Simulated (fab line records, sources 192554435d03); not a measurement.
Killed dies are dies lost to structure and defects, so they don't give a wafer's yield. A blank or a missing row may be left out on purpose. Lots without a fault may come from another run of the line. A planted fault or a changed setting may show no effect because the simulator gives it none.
A struck lot beside a sound one | flow n5_finfet | 35 steps out of a route of 1938
Sound: wafers L191.1, L191.2, L191.6. Struck: wafers L200.1, L200.6. (L200.4 of the same lot was not struck and is left out.) The cause comes at the end.
At each step with rows: each side's tool, then ch and its chambers, then its first start. Under that, the readings that differ: sound wafers | struck wafers | difference of the means | sigmas: that difference in standard deviations of wafers without a fault.
alike: readings whose means differ by less than 2 such deviations, and words and numbers that are the same on both sides. not compared: withheld readings, readings that some wafer has no value for, bounds like >300 that may hide the same value, and numbers for which the record gives no deviation and whose values overlap.
The two part at a step that has a row with sigmas, a row that says differs or no value, or rows on one side only. Numbers that don't overlap but have no deviation are shown without sigmas and don't part them. A reading that every wafer of one side lacks parts them only if that side has two wafers or more.

first, 9 steps without rows for these wafers: N5_BEOL_M6_COAT_22 (resist thk 30 nm); N5_BEOL_M6_EBR_24; N5_BEOL_M6_SOFTBAKE_23 (time 60 s); N5_BEOL_M6_EXPOSE_25 (exposes mask V5, target cd 40 nm); N5_BEOL_M6_PEB_26 (peb time 60 s); N5_BEOL_M6_DEVELOP_27 (develop time 30 s); N5_BEOL_M6_DESCUM_33 (chemistry O2, time 7 s); N5_BEOL_M6_ETCH_72 (etches underlayer in N2/H2, target depth 6.5 nm, time 5.2 s); N5_BEOL_M6_ETCH_65 (etches SiARC in CF4, target depth 15.6 nm, time 26 s).
N5_BEOL_M6_ETCH_66: etches SOC in N2/H2, target depth 80 nm, overetch 16 nm, time 120 s.
  sound on rie_diel-01 ch 0,1,3, day 12 00:12; struck on rie_diel-01 ch 1, day 13 15:10
  alike: chamber_pressure_mTorr, drypump_motor_current_A, oes_product_au, rf_vpp_V, showerhead_plenum_p_Torr, throttle_valve_pct
  not compared: rf_hours_counter_h
then, 24 steps without rows for these wafers: N5_BEOL_M6_STRIP_69 (strips in N2/H2); N5_BEOL_M6_STRIP_73 (strips in N2/H2); N5_BEOL_M6_VIA_ETCH_34 (etches SiCOH lowk in C4F6/O2, target depth 126.3 nm, time 50.9 s); N5_BEOL_M6_STRIP_76 (strips in C4F6/O2); N5_BEOL_M6_STRIP_36 (strips in N2/H2); N5_BEOL_M6_TRENCH_ETCH_37 (etches SiCOH lowk in C4F6/O2, target depth 94.435 nm, time 31.5 s); N5_BEOL_M6_ETCH_41 (etches SiCN in CH3F/O2, target depth 29.7 nm, time 52 s); N5_BEOL_M6_STRIP_80 (strips in N2/H2, time 10 s); N5_BEOL_M6_HM_STRIP_39 (strips TiN in peroxide tin strip, target depth 25 nm, time 158 s); N5_BEOL_M6_SRD_40 (time 30 s); N5_BEOL_M6_PRECLEAN_42 (cleans in residue remover, time 60 s); N5_BEOL_M6_SRD_43 (time 30 s); N5_BEOL_M6_CURE_75 (cures SiCOH lowk, time 120 s); N5_BEOL_M6_DEGAS_44 (time 60 s); N5_BEOL_M6_PRE_CLEAN_45 (time 30 s); N5_BEOL_M6_ALD_77 (deposits TaN, target thk 2 nm, pulse time 2 s, purge time 3 s); N5_BEOL_M6_SURFACE_TREAT_79; N5_BEOL_M6_CVD_78 (deposits Co from CCTBA/H2, target thk 2 nm, time 142.3 s); N5_BEOL_M6_SPUTTER_48 (material Cu, target thk 10 nm, time 1.667 s); N5_BEOL_M6_ECD_50 (material Cu, target thk 300 nm); N5_BEOL_M6_ANNEAL_51 (time 90 s); N5_BEOL_M6_CMP_52 (polishes, stops on SiCOH lowk, t overpolish 6.9 s, target thk 80 nm); N5_BEOL_M6_PRE_CLEAN_55 (time 15 s); N5_BEOL_M6_DEP_56 (deposits SiCN from 3MS/NH3, target thk 10 nm, time 17.5 s).
-- the record jumps here: 4 days lie between the struck wafers' starts before and after (it left off in module BEOL_M6 and takes up again in module PASSIVATION, whose first step shown is number 1936 of the route) --
N5_PASSIVATION_PROBE_49:
  the record has rows for the struck wafers here (prober-01, day 17 11:43) and none for the sound ones

WHERE THEY PART
Only at N5_PASSIVATION_PROBE_49, within this record.

WHY: what the simulator had put in
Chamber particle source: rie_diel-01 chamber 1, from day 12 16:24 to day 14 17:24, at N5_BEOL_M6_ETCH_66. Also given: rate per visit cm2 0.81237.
